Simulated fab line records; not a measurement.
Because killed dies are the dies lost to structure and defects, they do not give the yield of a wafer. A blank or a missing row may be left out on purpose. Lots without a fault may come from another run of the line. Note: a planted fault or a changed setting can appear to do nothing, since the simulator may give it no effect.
fab line records / flow nandHarc
record: lots: 6 wafers: 18 lastDay: 24
route steps=1159 shown A_CHANNEL_HOLE_D1@487 A_CHANNEL_FILL_D1@490
lots that met no fault: taken from a fault-free run of the same line
startH: hours from the record's first day to the start of the lot's first wafer shown / waitH: hours since the lot's step before / " unchanged from the row above / L1.1+2: one row covering several wafers at once / - either no value or no given start / * or withheld: withheld / < > ~ a bound
route shown NAME@n: names a module that has steps shown in the file, with the first one's number in the route / usual: average and standard deviation across the fault-free wafers / same: alike in all rows / chamber/n: place in a boat / sites: the reading at each site / _std_site: standard deviation of those values / _edge_site: the outer-site mean with the inner-site mean subtracted / radiusMm: for every site, how far away it sits from the centre of the wafer / mask NAME#n: copy n / behind: the last tool/chamber to shape the wafer / hold: reason for holding the lot/hours on hold/outcome of the hold / device: whichever transistor did not switch (one of n, p or np) / end of line: the same wafers' tests at the end of the route / for a step that has no rows: nothing shown but its recipe / killed: count of dies lost to structure and defects at first sort (not the wafer's yield) / map: dies across one wafer; x = killed, . = not, _ = none there
set.NAME: the setting the step ran with; set.NAME@STEP: the setting that earlier step ran with / model.NAME: the simulator's own value behind a step, which no gauge read
a table for each step, a row for each wafer; lots at some steps of the route
services: when a tool's chamber went out of use (startH, in hours from the record's first day, below 0 if earlier), for how many hours, and the reason
== steps ==
step: NHARC_A_CHANNEL_HOLE_D1_CD_MEAS_30
usual: cdNm: 90.7/1.2
lot.wafer=L874.2 tool=cdSem-03 chamber=- startH=191.43 waitH=- cdNm=91.4
lot.wafer=L874.3 tool=cdSem-03 chamber=- startH=191.43 waitH=- cdNm=89.9
lot.wafer=L874.6 tool=cdSem-03 chamber=- startH=191.43 waitH=- cdNm=90.1
lot.wafer=L876.3 tool=cdSem-03 chamber=- startH=200.17 waitH=- cdNm=90.5
lot.wafer=L876.4 tool=cdSem-03 chamber=- startH=200.17 waitH=- cdNm=93.2
lot.wafer=L876.6 tool=cdSem-03 chamber=- startH=200.17 waitH=- cdNm=91.9
lot.wafer=L888.1 tool=cdSem-02 chamber=- startH=282.07 waitH=- cdNm=88.8
lot.wafer=L888.3 tool=cdSem-02 chamber=- startH=282.07 waitH=- cdNm=90.4
lot.wafer=L888.5 tool=cdSem-02 chamber=- startH=282.07 waitH=- cdNm=89.5
lot.wafer=L890.2 tool=cdSem-02 chamber=- startH=291.14 waitH=- cdNm=88.4
lot.wafer=L890.4 tool=cdSem-02 chamber=- startH=291.14 waitH=- cdNm=91.4
lot.wafer=L890.6 tool=cdSem-02 chamber=- startH=291.14 waitH=- cdNm=89.6
lot.wafer=L891.4 tool=cdSem-03 chamber=- startH=292.64 waitH=- cdNm=91.6
lot.wafer=L891.5 tool=cdSem-03 chamber=- startH=292.64 waitH=- cdNm=92.6
lot.wafer=L891.6 tool=cdSem-03 chamber=- startH=292.64 waitH=- cdNm=91.5
lot.wafer=L894.2 tool=cdSem-02 chamber=- startH=320.69 waitH=- cdNm=90.6
lot.wafer=L894.3 tool=cdSem-02 chamber=- startH=320.69 waitH=- cdNm=90.3
lot.wafer=L894.5 tool=cdSem-02 chamber=- startH=320.69 waitH=- cdNm=91.8
step: NHARC_A_CHANNEL_HOLE_D1_XSEM_31
recipe: landingEnergyEv: 35000
step: NHARC_A_CHANNEL_HOLE_D1_INSPECT_40
usual: rawDefectCount: 61/22
lot.wafer=L874.2 tool=defectInspect-02 chamber=- startH=191.63 waitH=- rawDefectCount=42
lot.wafer=L874.3 tool=defectInspect-02 chamber=- startH=191.63 waitH=- rawDefectCount=40
lot.wafer=L874.6 tool=defectInspect-02 chamber=- startH=191.63 waitH=- rawDefectCount=56
lot.wafer=L876.3 tool=defectInspect-01 chamber=- startH=200.35 waitH=- rawDefectCount=57
lot.wafer=L876.4 tool=defectInspect-01 chamber=- startH=200.35 waitH=- rawDefectCount=29
lot.wafer=L876.6 tool=defectInspect-01 chamber=- startH=200.35 waitH=- rawDefectCount=46
lot.wafer=L888.1 tool=defectInspect-01 chamber=- startH=282.25 waitH=- rawDefectCount=52
lot.wafer=L888.3 tool=defectInspect-01 chamber=- startH=282.25 waitH=- rawDefectCount=38
lot.wafer=L888.5 tool=defectInspect-01 chamber=- startH=282.25 waitH=- rawDefectCount=33
lot.wafer=L890.2 tool=defectInspect-01 chamber=- startH=291.32 waitH=- rawDefectCount=79
lot.wafer=L890.4 tool=defectInspect-01 chamber=- startH=291.32 waitH=- rawDefectCount=66
lot.wafer=L890.6 tool=defectInspect-01 chamber=- startH=291.32 waitH=- rawDefectCount=98
lot.wafer=L891.4 tool=defectInspect-02 chamber=- startH=292.82 waitH=- rawDefectCount=71
lot.wafer=L891.5 tool=defectInspect-02 chamber=- startH=292.82 waitH=- rawDefectCount=97
lot.wafer=L891.6 tool=defectInspect-02 chamber=- startH=292.82 waitH=- rawDefectCount=64
lot.wafer=L894.2 tool=defectInspect-02 chamber=- startH=320.87 waitH=- rawDefectCount=76
lot.wafer=L894.3 tool=defectInspect-02 chamber=- startH=320.87 waitH=- rawDefectCount=55
lot.wafer=L894.5 tool=defectInspect-02 chamber=- startH=320.87 waitH=- rawDefectCount=62
step: NHARC_A_CHANNEL_FILL_D1_PRECLEAN_00
recipe: timeS: * tempC: 50 bathAgeMin: 0 chemistry: SC1
step: NHARC_A_CHANNEL_FILL_D1_SRD_01
step: NHARC_A_CHANNEL_FILL_D1_ALD_02
recipe: targetThkA: 60 pulseTimeS: 10 aldCycles: 60 tempC: 300 material: SiO2
usual: heaterPowerW: 478/42 precursorPulseHeightRel: 0.997/0.02
lot.wafer=L874.3 tool=aldHk-02 chamber=1 startH=193.18 waitH=- heaterPowerW=473 precursorPulseHeightRel=1.005 sinceWetCleanH=81
lot.wafer=L874.2 tool=aldHk-02 chamber=3 startH=193.18 waitH=- heaterPowerW=437 precursorPulseHeightRel=1.009 sinceWetCleanH=81
lot.wafer=L874.6 tool=aldHk-02 chamber=1 startH=193.18 waitH=- heaterPowerW=487 precursorPulseHeightRel=1.025 sinceWetCleanH=-
lot.wafer=L876.4 tool=aldHk-02 chamber=1 startH=204.84 waitH=- heaterPowerW=463 precursorPulseHeightRel=1.011 sinceWetCleanH=93
lot.wafer=L876.3 tool=aldHk-02 chamber=2 startH=204.84 waitH=- heaterPowerW=534 precursorPulseHeightRel=1.018 sinceWetCleanH=93
lot.wafer=L876.6 tool=aldHk-02 chamber=0 startH=204.84 waitH=- heaterPowerW=396 precursorPulseHeightRel=0.991 sinceWetCleanH=-
lot.wafer=L888.3 tool=aldHk-01 chamber=3 startH=282.56 waitH=- heaterPowerW=512 precursorPulseHeightRel=0.985 sinceWetCleanH=44
lot.wafer=L888.1 tool=aldHk-01 chamber=1 startH=282.56 waitH=- heaterPowerW=446 precursorPulseHeightRel=1.028 sinceWetCleanH=44
lot.wafer=L888.5 tool=aldHk-01 chamber=2 startH=282.56 waitH=- heaterPowerW=527 precursorPulseHeightRel=1.009 sinceWetCleanH=-
lot.wafer=L890.4 tool=aldHk-04 chamber=3 startH=291.52 waitH=- heaterPowerW=525 precursorPulseHeightRel=0.975 sinceWetCleanH=87
lot.wafer=L890.2 tool=aldHk-04 chamber=2 startH=291.52 waitH=- heaterPowerW=446 precursorPulseHeightRel=0.984 sinceWetCleanH=87
lot.wafer=L890.6 tool=aldHk-04 chamber=3 startH=291.52 waitH=- heaterPowerW=513 precursorPulseHeightRel=0.971 sinceWetCleanH=-
lot.wafer=L891.4 tool=aldHk-01 chamber=0 startH=293.16 waitH=- heaterPowerW=421 precursorPulseHeightRel=1.006 sinceWetCleanH=54
lot.wafer=L891.5 tool=aldHk-01 chamber=2 startH=293.16 waitH=- heaterPowerW=508 precursorPulseHeightRel=1.026 sinceWetCleanH=-
lot.wafer=L891.6 tool=aldHk-01 chamber=3 startH=293.16 waitH=- heaterPowerW=511 precursorPulseHeightRel=0.978 sinceWetCleanH=-
lot.wafer=L894.2 tool=aldHk-01 chamber=3 startH=323.35 waitH=2.4 heaterPowerW=507 precursorPulseHeightRel=1.013 sinceWetCleanH=84
lot.wafer=L894.3 tool=aldHk-01 chamber=0 startH=323.35 waitH=2.4 heaterPowerW=425 precursorPulseHeightRel=1.010 sinceWetCleanH=85
lot.wafer=L894.5 tool=aldHk-01 chamber=2 startH=323.35 waitH=2.4 heaterPowerW=525 precursorPulseHeightRel=1.011 sinceWetCleanH=-
step: NHARC_A_CHANNEL_FILL_D1_ALD_03
recipe: targetThkA: 60 pulseTimeS: 60 aldCycles: 58 tempC: 630 pressureTorr: 2 material: SiNx
usual: precursorPulseHeightRel: 1.000/0.02
lot.wafer=L874.2 tool=aldSinBatch-02 chamber=0 startH=- waitH=- precursorPulseHeightRel=1.015
lot.wafer=L874.3 tool=aldSinBatch-02 chamber=0 startH=- waitH=- precursorPulseHeightRel=0.976
lot.wafer=L874.6 tool=aldSinBatch-02 chamber=0 startH=- waitH=- precursorPulseHeightRel=1.025
lot.wafer=L876.3 tool=aldSinBatch-03 chamber=0 startH=- waitH=- precursorPulseHeightRel=0.963
lot.wafer=L876.4 tool=aldSinBatch-03 chamber=0 startH=- waitH=- precursorPulseHeightRel=1.011
lot.wafer=L876.6 tool=aldSinBatch-03 chamber=0 startH=- waitH=- precursorPulseHeightRel=1.002
lot.wafer=L888.1 tool=aldSinBatch-02 chamber=0 startH=- waitH=- precursorPulseHeightRel=1.008
lot.wafer=L888.3 tool=aldSinBatch-02 chamber=0 startH=- waitH=- precursorPulseHeightRel=1.002
lot.wafer=L888.5 tool=aldSinBatch-02 chamber=0 startH=- waitH=- precursorPulseHeightRel=1.007
lot.wafer=L890.2 tool=aldSinBatch-03 chamber=0 startH=- waitH=- precursorPulseHeightRel=1.015
lot.wafer=L890.4 tool=aldSinBatch-03 chamber=0 startH=- waitH=- precursorPulseHeightRel=1.037
lot.wafer=L890.6 tool=aldSinBatch-03 chamber=0 startH=- waitH=- precursorPulseHeightRel=0.971
lot.wafer=L891.4 tool=aldSinBatch-03 chamber=0 startH=- waitH=- precursorPulseHeightRel=1.004
lot.wafer=L891.5 tool=aldSinBatch-03 chamber=0 startH=- waitH=- precursorPulseHeightRel=0.969
lot.wafer=L891.6 tool=aldSinBatch-03 chamber=0 startH=- waitH=- precursorPulseHeightRel=1.012
lot.wafer=L894.2 tool=aldSinBatch-01 chamber=0 startH=- waitH=- precursorPulseHeightRel=1.013
lot.wafer=L894.3 tool=aldSinBatch-01 chamber=0 startH=- waitH=- precursorPulseHeightRel=1.007
lot.wafer=L894.5 tool=aldSinBatch-01 chamber=0 startH=- waitH=- precursorPulseHeightRel=1.015
step: NHARC_A_CHANNEL_FILL_D1_ALD_14
recipe: targetThkA: 25 pulseTimeS: 10 aldCycles: 25 tempC: 300 material: SiO2
step: NHARC_A_CHANNEL_FILL_D1_ALD_15
recipe: targetThkA: 20 pulseTimeS: 60 aldCycles: 19 tempC: 630 pressureTorr: 2 material: SiNx
usual: precursorPulseHeightRel: 0.999/0.02
lot.wafer=L874.2 tool=aldSinBatch-02 chamber=0 startH=208.09 waitH=3.2 precursorPulseHeightRel=1.014
lot.wafer=L874.3 tool=aldSinBatch-02 chamber=0 startH=208.09 waitH=3.2 precursorPulseHeightRel=1.004
lot.wafer=L874.6 tool=aldSinBatch-02 chamber=0 startH=208.09 waitH=3.2 precursorPulseHeightRel=0.994
lot.wafer=L876.3 tool=aldSinBatch-02 chamber=0 startH=- waitH=- precursorPulseHeightRel=1.023
lot.wafer=L876.4 tool=aldSinBatch-02 chamber=0 startH=- waitH=- precursorPulseHeightRel=0.996
lot.wafer=L876.6 tool=aldSinBatch-02 chamber=0 startH=- waitH=- precursorPulseHeightRel=0.973
lot.wafer=L888.1 tool=aldSinBatch-01 chamber=0 startH=- waitH=- precursorPulseHeightRel=0.969
lot.wafer=L888.3 tool=aldSinBatch-01 chamber=0 startH=- waitH=- precursorPulseHeightRel=0.993
lot.wafer=L888.5 tool=aldSinBatch-01 chamber=0 startH=- waitH=- precursorPulseHeightRel=1.022
lot.wafer=L890.2 tool=aldSinBatch-01 chamber=0 startH=- waitH=- precursorPulseHeightRel=1.000
lot.wafer=L890.4 tool=aldSinBatch-01 chamber=0 startH=- waitH=- precursorPulseHeightRel=1.002
lot.wafer=L890.6 tool=aldSinBatch-01 chamber=0 startH=- waitH=- precursorPulseHeightRel=1.015
lot.wafer=L891.4 tool=aldSinBatch-01 chamber=0 startH=- waitH=- precursorPulseHeightRel=0.994
lot.wafer=L891.5 tool=aldSinBatch-01 chamber=0 startH=- waitH=- precursorPulseHeightRel=0.987
lot.wafer=L891.6 tool=aldSinBatch-01 chamber=0 startH=- waitH=- precursorPulseHeightRel=0.974
lot.wafer=L894.2 tool=aldSinBatch-01 chamber=0 startH=- waitH=- precursorPulseHeightRel=1.004
lot.wafer=L894.3 tool=aldSinBatch-01 chamber=0 startH=- waitH=- precursorPulseHeightRel=0.992
lot.wafer=L894.5 tool=aldSinBatch-01 chamber=0 startH=- waitH=- precursorPulseHeightRel=0.988
step: NHARC_A_CHANNEL_FILL_D1_ALD_16
recipe: targetThkA: 15 pulseTimeS: 10 aldCycles: 15 tempC: 300 material: SiO2
usual: heaterPowerW: 475/42 precursorPulseHeightRel: 0.999/0.018
lot.wafer=L874.3 tool=aldHk-04 chamber=2 startH=210.19 waitH=0.1 heaterPowerW=444 precursorPulseHeightRel=0.998 sinceWetCleanH=5
lot.wafer=L874.2 tool=aldHk-04 chamber=3 startH=210.19 waitH=0.1 heaterPowerW=514 precursorPulseHeightRel=0.976 sinceWetCleanH=6
lot.wafer=L874.6 tool=aldHk-04 chamber=0 startH=210.19 waitH=0.1 heaterPowerW=511 precursorPulseHeightRel=0.981 sinceWetCleanH=-
lot.wafer=L876.3 tool=aldHk-04 chamber=1 startH=217.27 waitH=0.1 heaterPowerW=488 precursorPulseHeightRel=1.001 sinceWetCleanH=13
lot.wafer=L876.4 tool=aldHk-04 chamber=3 startH=217.27 waitH=0.1 heaterPowerW=515 precursorPulseHeightRel=1.003 sinceWetCleanH=13
lot.wafer=L876.6 tool=aldHk-04 chamber=0 startH=217.27 waitH=0.1 heaterPowerW=513 precursorPulseHeightRel=0.976 sinceWetCleanH=-
lot.wafer=L888.1 tool=aldHk-04 chamber=3 startH=294.29 waitH=0.0 heaterPowerW=508 precursorPulseHeightRel=1.001 sinceWetCleanH=90
lot.wafer=L888.3 tool=aldHk-04 chamber=2 startH=294.29 waitH=0.0 heaterPowerW=441 precursorPulseHeightRel=0.988 sinceWetCleanH=90
lot.wafer=L888.5 tool=aldHk-04 chamber=3 startH=294.29 waitH=0.0 heaterPowerW=512 precursorPulseHeightRel=0.986 sinceWetCleanH=-
lot.wafer=L890.2 tool=aldHk-01 chamber=3 startH=303.68 waitH=0.0 heaterPowerW=502 precursorPulseHeightRel=0.985 sinceWetCleanH=65
lot.wafer=L890.4 tool=aldHk-01 chamber=2 startH=303.68 waitH=0.0 heaterPowerW=529 precursorPulseHeightRel=0.987 sinceWetCleanH=65
lot.wafer=L890.6 tool=aldHk-01 chamber=3 startH=303.68 waitH=0.0 heaterPowerW=513 precursorPulseHeightRel=1.007 sinceWetCleanH=-
lot.wafer=L891.4 tool=aldHk-01 chamber=0 startH=303.84 waitH=0.2 heaterPowerW=419 precursorPulseHeightRel=1.008 sinceWetCleanH=65
lot.wafer=L891.6 tool=aldHk-01 chamber=0 startH=303.84 waitH=0.2 heaterPowerW=411 precursorPulseHeightRel=0.997 sinceWetCleanH=-
lot.wafer=L891.5 tool=aldHk-01 chamber=1 startH=303.84 waitH=0.2 heaterPowerW=448 precursorPulseHeightRel=0.979 sinceWetCleanH=-
lot.wafer=L894.2 tool=aldHk-01 chamber=1 startH=336.54 waitH=0.1 heaterPowerW=460 precursorPulseHeightRel=0.976 sinceWetCleanH=98
lot.wafer=L894.3 tool=aldHk-01 chamber=2 startH=336.54 waitH=0.1 heaterPowerW=528 precursorPulseHeightRel=1.013 sinceWetCleanH=98
lot.wafer=L894.5 tool=aldHk-01 chamber=0 startH=336.54 waitH=0.1 heaterPowerW=422 precursorPulseHeightRel=0.980 sinceWetCleanH=-
step: NHARC_A_CHANNEL_FILL_D1_ANNEAL_17
recipe: tempC: 850 timeS: 1800
step: NHARC_A_CHANNEL_FILL_D1_CVD_18
recipe: targetThkA: 30 tempC: 550 material: poly-Si
step: NHARC_A_CHANNEL_FILL_D1_ETCHBACK_19
recipe: targetDepthA: 50 timeS: 1.7 hbrFlowSccm: 150 cl2FlowSccm: 50 rfW: 400 icpW: 400 biasW: 100 chemistry: HBr/Cl2
usual: chamberPressureMTorr: 15.000/0.015 drypumpMotorCurrentA: 5.8/0.51 hbrFlowSccm: 150.0/0.41 oesProductAu: 1.000/0.0096 throttleValvePct: 26.405/0.0094
lot.wafer=L874.2 tool=rieSi-03 chamber=3 startH=221.78 waitH=0.4 chamberPressureMTorr=14.986 drypumpMotorCurrentA=6.5 hbrFlowSccm=150.0 oesProductAu=1.002 rfHoursCounterH=0.6 throttleValvePct=26.393
lot.wafer=L874.3 tool=rieSi-03 chamber=2 startH=221.78 waitH=0.4 chamberPressureMTorr=14.997 drypumpMotorCurrentA=5.9 hbrFlowSccm=149.7 oesProductAu=1.007 rfHoursCounterH=0.6 throttleValvePct=26.390
lot.wafer=L874.6 tool=rieSi-03 chamber=3 startH=221.78 waitH=0.4 chamberPressureMTorr=14.988 drypumpMotorCurrentA=6.5 hbrFlowSccm=150.4 oesProductAu=1.011 rfHoursCounterH=- throttleValvePct=26.416
lot.wafer=L876.3 tool=rieSi-01 chamber=1 startH=229.56 waitH=0.4 chamberPressureMTorr=14.997 drypumpMotorCurrentA=5.2 hbrFlowSccm=149.1 oesProductAu=1.016 rfHoursCounterH=0.6 throttleValvePct=26.404
lot.wafer=L876.4 tool=rieSi-01 chamber=2 startH=229.56 waitH=0.4 chamberPressureMTorr=14.997 drypumpMotorCurrentA=5.9 hbrFlowSccm=150.1 oesProductAu=1.003 rfHoursCounterH=0.9 throttleValvePct=26.405
lot.wafer=L876.6 tool=rieSi-01 chamber=3 startH=229.56 waitH=0.4 chamberPressureMTorr=15.000 drypumpMotorCurrentA=6.0 hbrFlowSccm=150.2 oesProductAu=0.990 rfHoursCounterH=- throttleValvePct=26.415
lot.wafer=L888.1 tool=rieSi-03 chamber=0 startH=307.81 waitH=0.4 chamberPressureMTorr=15.025 drypumpMotorCurrentA=6.2 hbrFlowSccm=150.1 oesProductAu=1.010 rfHoursCounterH=0.8 throttleValvePct=26.414
lot.wafer=L888.3 tool=rieSi-03 chamber=2 startH=307.81 waitH=0.4 chamberPressureMTorr=14.965 drypumpMotorCurrentA=5.9 hbrFlowSccm=150.9 oesProductAu=1.004 rfHoursCounterH=1.4 throttleValvePct=26.417
lot.wafer=L888.5 tool=rieSi-03 chamber=0 startH=307.81 waitH=0.4 chamberPressureMTorr=15.001 drypumpMotorCurrentA=6.2 hbrFlowSccm=150.2 oesProductAu=0.753 rfHoursCounterH=- throttleValvePct=26.403
lot.wafer=L890.4 tool=rieSi-03 chamber=0 startH=315.44 waitH=0.4 chamberPressureMTorr=15.015 drypumpMotorCurrentA=6.2 hbrFlowSccm=150.1 oesProductAu=1.002 rfHoursCounterH=0.9 throttleValvePct=26.405
lot.wafer=L890.2 tool=rieSi-03 chamber=1 startH=315.44 waitH=0.4 chamberPressureMTorr=14.996 drypumpMotorCurrentA=5.2 hbrFlowSccm=149.3 oesProductAu=0.742 rfHoursCounterH=1.2 throttleValvePct=26.412
lot.wafer=L890.6 tool=rieSi-03 chamber=0 startH=315.44 waitH=0.4 chamberPressureMTorr=15.021 drypumpMotorCurrentA=6.2 hbrFlowSccm=149.8 oesProductAu=1.004 rfHoursCounterH=- throttleValvePct=26.412
lot.wafer=L891.4 tool=rieSi-01 chamber=3 startH=315.47 waitH=0.4 chamberPressureMTorr=15.034 drypumpMotorCurrentA=5.9 hbrFlowSccm=149.6 oesProductAu=0.988 rfHoursCounterH=0.1 throttleValvePct=26.412
lot.wafer=L891.6 tool=rieSi-01 chamber=3 startH=315.47 waitH=0.4 chamberPressureMTorr=15.023 drypumpMotorCurrentA=5.9 hbrFlowSccm=149.8 oesProductAu=0.992 rfHoursCounterH=- throttleValvePct=26.406
lot.wafer=L891.5 tool=rieSi-01 chamber=0 startH=315.47 waitH=0.4 chamberPressureMTorr=15.005 drypumpMotorCurrentA=5.0 hbrFlowSccm=150.0 oesProductAu=0.990 rfHoursCounterH=- throttleValvePct=26.406
lot.wafer=L894.2 tool=rieSi-06 chamber=1 startH=348.30 waitH=0.4 chamberPressureMTorr=14.992 drypumpMotorCurrentA=6.3 hbrFlowSccm=150.0 oesProductAu=0.995 rfHoursCounterH=1.7 throttleValvePct=26.413
lot.wafer=L894.3 tool=rieSi-06 chamber=2 startH=348.30 waitH=0.4 chamberPressureMTorr=15.005 drypumpMotorCurrentA=6.3 hbrFlowSccm=149.9 oesProductAu=0.990 rfHoursCounterH=1.6 throttleValvePct=26.419
lot.wafer=L894.5 tool=rieSi-06 chamber=0 startH=348.30 waitH=0.4 chamberPressureMTorr=15.004 drypumpMotorCurrentA=5.3 hbrFlowSccm=150.5 oesProductAu=1.003 rfHoursCounterH=- throttleValvePct=26.415
step: NHARC_A_CHANNEL_FILL_D1_ETCHBACK_20
recipe: targetDepthA: 270 timeS: 13.5 c4f8FlowSccm: withheld o2FlowSccm: 8 arFlowSccm: withheld rfW: 600 biasW: 1500 chemistry: C4F8/O2/Ar
usual: chamberPressureMTorr: 25.003/0.024 oesProductAu: 0.97/0.038 rfVppV: 976/4.7
lot.wafer=L874.3 tool=rieDiel-09 chamber=0 startH=221.91 waitH=- chamberPressureMTorr=24.971 oesProductAu=0.92 rfHoursCounterH=5.2 rfVppV=970
lot.wafer=L874.2 tool=rieDiel-09 chamber=2 startH=221.91 waitH=- chamberPressureMTorr=25.002 oesProductAu=0.92 rfHoursCounterH=4.8 rfVppV=976
lot.wafer=L874.6 tool=rieDiel-09 chamber=1 startH=221.91 waitH=- chamberPressureMTorr=24.998 oesProductAu=0.93 rfHoursCounterH=- rfVppV=980
lot.wafer=L876.4 tool=rieDiel-03 chamber=2 startH=229.67 waitH=- chamberPressureMTorr=24.980 oesProductAu=1.01 rfHoursCounterH=0.7 rfVppV=970
lot.wafer=L876.3 tool=rieDiel-03 chamber=0 startH=229.67 waitH=- chamberPressureMTorr=25.032 oesProductAu=0.99 rfHoursCounterH=0.9 rfVppV=973
lot.wafer=L876.6 tool=rieDiel-03 chamber=2 startH=229.67 waitH=- chamberPressureMTorr=24.983 oesProductAu=1.01 rfHoursCounterH=- rfVppV=972
lot.wafer=L888.3 tool=rieDiel-11 chamber=0 startH=307.93 waitH=- chamberPressureMTorr=24.979 oesProductAu=0.99 rfHoursCounterH=2.4 rfVppV=976
lot.wafer=L888.1 tool=rieDiel-11 chamber=1 startH=307.93 waitH=- chamberPressureMTorr=24.998 oesProductAu=1.01 rfHoursCounterH=2.4 rfVppV=970
lot.wafer=L888.5 tool=rieDiel-11 chamber=3 startH=307.93 waitH=- chamberPressureMTorr=24.981 oesProductAu=0.97 rfHoursCounterH=- rfVppV=980
lot.wafer=L890.2 tool=rieDiel-11 chamber=1 startH=315.57 waitH=- chamberPressureMTorr=24.978 oesProductAu=0.94 rfHoursCounterH=2.6 rfVppV=969
lot.wafer=L890.6 tool=rieDiel-11 chamber=1 startH=315.57 waitH=- chamberPressureMTorr=25.006 oesProductAu=0.93 rfHoursCounterH=- rfVppV=969
lot.wafer=L890.4 tool=rieDiel-11 chamber=0 startH=315.57 waitH=- chamberPressureMTorr=24.968 oesProductAu=0.92 rfHoursCounterH=- rfVppV=977
lot.wafer=L891.4 tool=rieDiel-09 chamber=0 startH=315.62 waitH=- chamberPressureMTorr=24.994 oesProductAu=0.98 rfHoursCounterH=2.0 rfVppV=970
lot.wafer=L891.6 tool=rieDiel-09 chamber=1 startH=315.62 waitH=- chamberPressureMTorr=25.004 oesProductAu=0.99 rfHoursCounterH=- rfVppV=978
lot.wafer=L891.5 tool=rieDiel-09 chamber=2 startH=315.62 waitH=- chamberPressureMTorr=25.008 oesProductAu=0.97 rfHoursCounterH=- rfVppV=978
lot.wafer=L894.2 tool=rieDiel-11 chamber=2 startH=348.43 waitH=- chamberPressureMTorr=24.970 oesProductAu=0.92 rfHoursCounterH=3.0 rfVppV=983
lot.wafer=L894.3 tool=rieDiel-11 chamber=3 startH=348.43 waitH=- chamberPressureMTorr=24.982 oesProductAu=0.90 rfHoursCounterH=3.5 rfVppV=979
lot.wafer=L894.5 tool=rieDiel-11 chamber=2 startH=348.43 waitH=- chamberPressureMTorr=25.014 oesProductAu=0.91 rfHoursCounterH=- rfVppV=982
== services ==
tool=rieSi-06 chamber=- startH=183.00 hours=9.0 kind=pm
tool=rieDiel-11 chamber=- startH=189.51 hours=9.0 kind=pm
tool=aldHk-04 chamber=- startH=194.74 hours=10.0 kind=pm
tool=rieDiel-03 chamber=- startH=215.33 hours=9.0 kind=pm
tool=rieDiel-09 chamber=3 startH=220.59 hours=1.2 kind=repair
tool=rieDiel-09 chamber=- startH=228.14 hours=26.2 kind=repair
tool=aldHk-01 chamber=- startH=229.01 hours=10.0 kind=pm
tool=aldHk-01 chamber=0 startH=229.01 hours=10.0 kind=ventCycle
tool=aldHk-01 chamber=1 startH=229.01 hours=10.0 kind=ventCycle
tool=aldHk-01 chamber=2 startH=229.01 hours=10.0 kind=ventCycle
tool=rieDiel-09 chamber=- startH=254.38 hours=9.0 kind=pm
tool=rieDiel-03 chamber=2 startH=255.59 hours=13.9 kind=repair
tool=aldHk-02 chamber=- startH=256.30 hours=1.3 kind=repair
tool=rieSi-01 chamber=1 startH=273.95 hours=12.3 kind=repair
tool=rieDiel-09 chamber=1 startH=275.54 hours=7.0 kind=repair
tool=rieDiel-09 chamber=3 startH=275.74 hours=8.9 kind=repair
tool=rieSi-06 chamber=3 startH=278.60 hours=3.8 kind=repair
tool=rieSi-03 chamber=0 startH=279.09 hours=13.4 kind=repair
tool=rieSi-01 chamber=- startH=304.00 hours=9.0 kind=pm
tool=rieDiel-11 chamber=2 startH=313.25 hours=14.0 kind=repair
tool=aldSinBatch-03 chamber=- startH=314.00 hours=26.0 kind=pm
tool=rieSi-03 chamber=- startH=332.00 hours=9.0 kind=pm
tool=rieDiel-09 chamber=0 startH=336.09 hours=15.1 kind=repair
tool=rieDiel-11 chamber=1 startH=346.25 hours=7.7 kind=repair
== key ==
firstSign: step: NHARC_A_CHANNEL_FILL_D1_ETCHBACK_19 reading: oesProductAu direction: down sigmas: 26 usual: 1.000 struck: 0.747
effect none on later readings
metAt NHARC_A_CHANNEL_FILL_D1_ETCHBACK_19
struckWafers L888.5,L890.2
sortLeftOut L888.5,L890.2
testerLeftOut L888,L890
onsetBetween 221.78 307.81
fault: kind: processParameterDrift tool: rieSi-03 chamber: - onsetH: 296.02 steps: NHARC_A_CHANNEL_FILL_D1_ETCHBACK_19 channel: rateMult offset: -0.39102 shape: step endH: 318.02 scope: struckWafersOnly
testerLeftOut: of these lots the tester's yield and bins aren't shown, on N5 and GAA mostly nor the transistor test; their killed dies are dies lost to structure and defects alone, not to doping, threshold or leakage, so they don't give the yield
sortLeftOut: the simulated sort isn't trusted on such a fault, so these wafers' sort isn't shown, and their yield isn't known
